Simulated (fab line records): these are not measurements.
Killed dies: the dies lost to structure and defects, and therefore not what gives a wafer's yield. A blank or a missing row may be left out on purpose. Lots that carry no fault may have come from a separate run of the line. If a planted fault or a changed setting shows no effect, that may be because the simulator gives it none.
3 desks, one fault	flow n5 finfet	each desk has only its own numbers; what lay behind them comes last

== THE METROLOGY DESK ==
Lot by lot, what the gauges showed, no matter which tool ran the lot: averages of those sampled wafers that carry a number. Any lot whose mean is over 4 standard deviations away from the usual mean is out of limits and marked OUT; that distance is given in the brackets. Readings shown: 7 out of 11 (the first out of limits, and those lying furthest out on some lot).
Columns: A = M4_THK at N5_BEOL_M4_THK_MEAS_53, usual 40.5 nm; B = DIBL_N at N5_BEOL_M4_RC_MEAS_101, usual 36.1 mV/V; C = DIBL_P at N5_BEOL_M4_RC_MEAS_101, usual 35.8 mV/V; D = IOFF_N at N5_BEOL_M4_RC_MEAS_101, usual 0.16 nA/um; E = IOFF_P at N5_BEOL_M4_RC_MEAS_101, usual 0.21 nA/um; F = VT_N at N5_BEOL_M4_RC_MEAS_101, usual 250 mV; G = VT_P at N5_BEOL_M4_RC_MEAS_101, usual -250 mV
lot	first seen here	A	B	C	D	E	F	G
L683	day 9 10:31	39.9	38.6	39.0	0.19	0.25	249	-246
L684	day 9 17:52	38.0	34.5	34.1	0.13	0.17	255	-255
L686	day 10 11:31	40.6	37.4	36.4	0.15	0.23	251	-247
L687	day 10 17:12	41.7	36.4	35.8	0.15	0.20	251	-252
L688	day 10 18:38	42.3	35.4	36.1	0.14	0.17	253	-255
L691	day 11 15:14	98.6 (+34) OUT	37.8	38.7	0.20	0.28	248	-247
L693	day 11 19:09	76.4 (+21) OUT	34.6	35.1	0.14	0.20	252	-250
L694	day 12 10:20	40.4	38.9	39.9	0.21	0.24	246	-251
L696	day 12 16:31	96.1 (+33) OUT	36.2	36.4	0.15	0.20	250	-251
L695	day 14 07:49	40.4	36.1	35.0	0.17	0.22	248	-248
This desk's finding: out of limits on L691, L693, L696; first on L691, day 11 15:14 (M4_THK at N5_BEOL_M4_THK_MEAS_53). In limits: L683, L684, L686, L687, L688, L694, L695.

== THE TOOL OWNER'S DESK: cmp-04 ==
The tool's own readings at N5_BEOL_M4_CMP_52 (polishes, stops on SiOC, t overpolish 6.8 s, target thk 40 nm): means of the sampled wafers that have a number, for each lot that ran on this tool. Any lot whose mean is over 4 standard deviations away from the usual mean is out of limits and marked OUT; that distance is given in the brackets.
Columns: A = barrier field endpoint s at N5_BEOL_M4_CMP_52, usual 24.7 s; B = motor current A at N5_BEOL_M4_CMP_52, usual 6.2 A; C = overpolish run s at N5_BEOL_M4_CMP_52, usual 6.800 s; D = time to endpoint s at N5_BEOL_M4_CMP_52, usual 62 s
lot	first seen here	A	B	C	D
L687	day 10 16:57	26.2	5.9	6.805	65
L691	day 11 14:59	32.9 (+11) OUT	6.1	3.423 (-99 or more) OUT	74
L693	day 11 18:52	30.0 (+7.1) OUT	6.2	4.540 (-99 or more) OUT	70
L696	day 12 16:16	33.4 (+12) OUT	6.7	3.425 (-99 or more) OUT	74
This desk finds L691, L693, L696 out of limits, L691 being first, at day 11 14:59 (barrier field endpoint s at N5_BEOL_M4_CMP_52). In limits: L687.

== THE DEFECT DESK ==
Inspection counts along the route, by lot: the mean over sampled wafers that carry a number. Any lot whose mean is over 4 standard deviations away from the usual mean is out of limits and marked OUT; that distance is given in the brackets.
Columns: A = raw defect count at N5_BEOL_M4_INSPECT_59, usual 79
lot	first seen here	A
L683	day 9 10:49	90
L684	day 9 18:09	84
L686	day 10 11:59	88
L687	day 10 17:29	106
L688	day 10 18:56	71
L691	day 11 15:31	2546 (+91) OUT
L693	day 11 19:38	1722 (+61) OUT
L694	day 12 10:37	82
L696	day 12 16:49	2612 (+94) OUT
L695	day 14 08:08	88
This desk finds L691, L693, L696 out of limits, L691 being first, at day 11 15:31 (raw defect count at N5_BEOL_M4_INSPECT_59). In limits: L683, L684, L686, L687, L688, L694, L695.

== PUT TOGETHER ==
The tool owner's desk could have raised an alarm at day 11 14:59, on L691, L693, L696.
On L691, L693, L696, the metrology desk was in a position to raise an alarm at day 11 15:14.
The defect desk could have raised an alarm at day 11 15:31, on L691, L693, L696.
Of the lots named, all ran N5_BEOL_M4_CMP_52 on cmp-04.

== WHAT THE SIMULATOR HAD PUT IN ==
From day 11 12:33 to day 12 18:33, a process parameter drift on cmp-04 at N5_BEOL_M4_CMP_52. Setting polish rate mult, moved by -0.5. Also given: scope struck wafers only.
Lots struck among those shown: L691, L693, L696.
Hours from the fault's start to each desk's first reading out of limits: the tool owner's desk, 2; the metrology desk, 3; the defect desk, 3.
